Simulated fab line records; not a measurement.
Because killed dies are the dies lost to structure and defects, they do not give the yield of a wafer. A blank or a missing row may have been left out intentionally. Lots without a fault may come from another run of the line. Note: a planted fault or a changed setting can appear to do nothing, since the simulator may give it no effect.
What tool caused it? | flow n5_finfet | Sampling: 20 lots, 60 wafers, 3 of 1938 route steps

## WHAT THE GAUGES READ, wafer by wafer
N5_BEOL_M15_THK_MEAS_01.
lot  | measured     | on            | M15_ILD_THK (nm)
L074 | day 12 06:14 | film_metro-01 | 1602 1620 1601
L078 | day 14 10:03 | film_metro-02 | 1581 1612 1647
L077 | day 14 16:02 | film_metro-01 | 1606 1632 1613
L080 | day 15 13:42 | film_metro-01 | 1627 1663 1668
L081 | day 16 03:13 | film_metro-01 | 1606 1609 1627
L082 | day 16 08:10 | film_metro-02 | 1612 1604 1631
L085 | day 16 23:31 | film_metro-02 | 1651 1624 1664
L084 | day 17 02:07 | film_metro-01 | 1596 1627 1608
L087 | day 17 03:20 | film_metro-02 | 1624 1635 1647
L086 | day 17 06:29 | film_metro-02 | 1643 1611 1630
L089 | day 17 08:06 | film_metro-02 | 1611 1624 1635
L090 | day 17 19:02 | film_metro-02 | 1625 1662 1679
L091 | day 18 12:11 | film_metro-01 | 1647 1677 1688
L088 | day 18 18:16 | film_metro-02 | 1642 1646 1661
L092 | day 18 18:45 | film_metro-02 | 1629 1637 1646
L095 | day 18 19:01 | film_metro-02 | 1620 1656 1660
L093 | day 19 02:11 | film_metro-02 | 1637 1639 1672
L096 | day 19 02:42 | film_metro-01 | 1634 1642 1692
L094 | day 19 07:01 | film_metro-02 | 1649 1632 1662
L097 | day 19 09:37 | film_metro-01 | 1622 1655 1675

## WHICH TOOL RAN EACH LOT (tool, then ch and the chambers of the sampled wafers, then the start)
lot  | N5_BEOL_M14_TRENCH_ETCH_34         | N5_BEOL_M14_DEGAS_41
L074 | rie_diel-03 ch 0,2, day 12 02:37   | pvd_sputter-03, day 12 04:38
L078 | rie_diel-05 ch 1,3, day 14 07:24   | pvd_sputter-01, day 14 08:20
L077 | rie_diel-01 ch 0,1, day 14 11:58   | pvd_sputter-02, day 14 14:11
L080 | rie_diel-01 ch 0,3, day 15 10:49   | pvd_sputter-02, day 15 12:07
L081 | rie_diel-03 ch 0,2,3, day 15 23:41 | pvd_sputter-02, day 16 01:38
L082 | rie_diel-01 ch 0,1,3, day 16 03:53 | pvd_sputter-02, day 16 05:55
L085 | rie_diel-05 ch 0,3, day 16 20:14   | pvd_sputter-03, day 16 21:37
L084 | rie_diel-01 ch 0,1,2, day 16 22:44 | pvd_sputter-03, day 17 00:20
L087 | rie_diel-01 ch 0,3, day 17 00:44   | pvd_sputter-03, day 17 01:36
L086 | rie_diel-03 ch 1,3, day 17 01:46   | pvd_sputter-03, day 17 04:53
L089 | rie_diel-01 ch 0,1,2, day 17 04:42 | pvd_sputter-02, day 17 05:54
L090 | rie_diel-05 ch 0,1, day 17 13:48   | pvd_sputter-01, day 17 17:20
L091 | rie_diel-03 ch 1,2,3, day 18 08:29 | pvd_sputter-01, day 18 10:23
L088 | rie_diel-01 ch 0,1,2, day 18 10:59 | pvd_sputter-03, day 18 16:35
L092 | rie_diel-01 ch 0,1,3, day 18 13:52 | pvd_sputter-03, day 18 17:08
L095 | rie_diel-03 ch 2,3, day 18 14:45   | pvd_sputter-01, day 18 17:18
L093 | rie_diel-05 ch 0,1, day 18 21:15   | pvd_sputter-03, day 19 00:31
L096 | rie_diel-01 ch 0,2, day 18 23:44   | pvd_sputter-02, day 19 01:07
L094 | rie_diel-01 ch 0,2, day 19 00:19   | pvd_sputter-02, day 19 05:26
L097 | rie_diel-03 ch 0,2,3, day 19 05:01 | pvd_sputter-01, day 19 07:09
- N5_BEOL_M14_TRENCH_ETCH_34: etches SiO2 in C4F8/O2/Ar, target depth 556.65 nm, time 126.9 s.
- N5_BEOL_M14_DEGAS_41: time 60 s.

## AS READ BY THE TOOLS THEMSELVES (means over the sampled wafers that have a number; for cases with no such wafer, the mark the record gives instead)
N5_BEOL_M14_TRENCH_ETCH_34.
lot  | tool        | C4F8_flow_sccm (sccm) | O2_flow_sccm (sccm) | drypump_motor_current_A (A) | oes_o_777_au (a.u.) | oes_product_au (a.u.) | rf_vpp_V (V) | showerhead_plenum_p_Torr (Torr) | throttle_valve_pct (%)
L074 | rie_diel-03 | 16.01                 | 11.97               | 6.2                         | 0.80                | 0.80                  | 2198         | 3.39                            | 31.13
L078 | rie_diel-05 | 15.98                 | 12.03               | 5.8                         | 0.86                | 0.87                  | 2210         | 3.37                            | 30.70
L077 | rie_diel-01 | 16.00                 | 11.98               | 6.3                         | 0.74                | 0.74                  | 2162         | 3.30                            | 30.88
L080 | rie_diel-01 | 15.96                 | 12.00               | 5.8                         | 0.72                | 0.71                  | 2170         | 3.23                            | 30.82
L081 | rie_diel-03 | 16.02                 | 11.99               | 6.1                         | 0.83                | 0.81                  | 2216         | 3.44                            | 31.17
L082 | rie_diel-01 | 16.03                 | 11.96               | 5.9                         | 0.74                | 0.73                  | 2176         | 3.24                            | 30.69
L085 | rie_diel-05 | 16.04                 | 12.06               | 5.5                         | 0.82                | 0.81                  | 2198         | 3.41                            | 30.84
L084 | rie_diel-01 | 16.01                 | 12.02               | 6.0                         | 0.80                | 0.81                  | 2196         | 3.37                            | 30.87
L087 | rie_diel-01 | 16.01                 | 11.99               | 5.8                         | 0.71                | 0.70                  | 2170         | 3.22                            | 30.84
L086 | rie_diel-03 | 16.04                 | 11.98               | 5.9                         | 0.86                | 0.85                  | 2241         | 3.49                            | 31.03
L089 | rie_diel-01 | 16.02                 | 11.99               | 6.1                         | 0.80                | 0.81                  | 2198         | 3.37                            | 30.87
L090 | rie_diel-05 | 15.97                 | 11.99               | 5.7                         | 0.77                | 0.79                  | 2187         | 3.44                            | 31.01
L091 | rie_diel-03 | 16.01                 | 11.97               | 6.3                         | 0.82                | 0.81                  | 2204         | 3.48                            | 31.07
L088 | rie_diel-01 | 15.98                 | 11.99               | 6.0                         | 0.78                | 0.78                  | 2196         | 3.36                            | 30.87
L092 | rie_diel-01 | 15.97                 | 12.01               | 5.9                         | 0.72                | 0.71                  | 2175         | 3.23                            | 30.71
L095 | rie_diel-03 | 16.00                 | 12.00               | 6.0                         | 0.84                | 0.83                  | 2234         | 3.49                            | 31.24
L093 | rie_diel-05 | 16.02                 | 12.04               | 5.9                         | 0.78                | 0.80                  | 2197         | 3.39                            | 30.91
L096 | rie_diel-01 | 15.97                 | 11.97               | 5.7                         | 0.81                | 0.83                  | 2227         | 3.42                            | 30.99
L094 | rie_diel-01 | 15.99                 | 12.02               | 5.7                         | 0.82                | 0.83                  | 2227         | 3.42                            | 30.98
L097 | rie_diel-03 | 16.06                 | 12.00               | 6.1                         | 0.80                | 0.79                  | 2214         | 3.43                            | 31.20

N5_BEOL_M14_DEGAS_41.
lot  | tool           | heater_power_w (W)
L074 | pvd_sputter-03 | 476
L078 | pvd_sputter-01 | 465
L077 | pvd_sputter-02 | 455
L080 | pvd_sputter-02 | 440
L081 | pvd_sputter-02 | 422
L082 | pvd_sputter-02 | 435
L085 | pvd_sputter-03 | 477
L084 | pvd_sputter-03 | 434
L087 | pvd_sputter-03 | 459
L086 | pvd_sputter-03 | 444
L089 | pvd_sputter-02 | 431
L090 | pvd_sputter-01 | 457
L091 | pvd_sputter-01 | 457
L088 | pvd_sputter-03 | 508
L092 | pvd_sputter-03 | 467
L095 | pvd_sputter-01 | 469
L093 | pvd_sputter-03 | 413
L096 | pvd_sputter-02 | 432
L094 | pvd_sputter-02 | 455
L097 | pvd_sputter-01 | 469

## THE ANSWER, worked out from the rows above alone
Rule: the usual values come from the lots themselves. Put in order of their means at a reading, lots are off if they are a third of the lots or fewer, leave a main group of 4 or more, and stand apart from it by a gap of 3 or more times the standard deviation of the main group's means; of several such gaps the widest counts. Not used: any main group whose means are identical at the precision the tables above print for the reading. Also off: a lot with no number at a reading for which 4 or more lots have one. The other lots that the step has rows for count as sound. First the gauges in route order, then the tools' own readings, where a lot's mean is used as printed above. The first step at which some lot is off is used, and at that step the reading that is off furthest; a lot without a number counts as furthest.
No lot is off at any reading shown: from this, nothing can be told.

## WHAT THE SIMULATOR PUT IN
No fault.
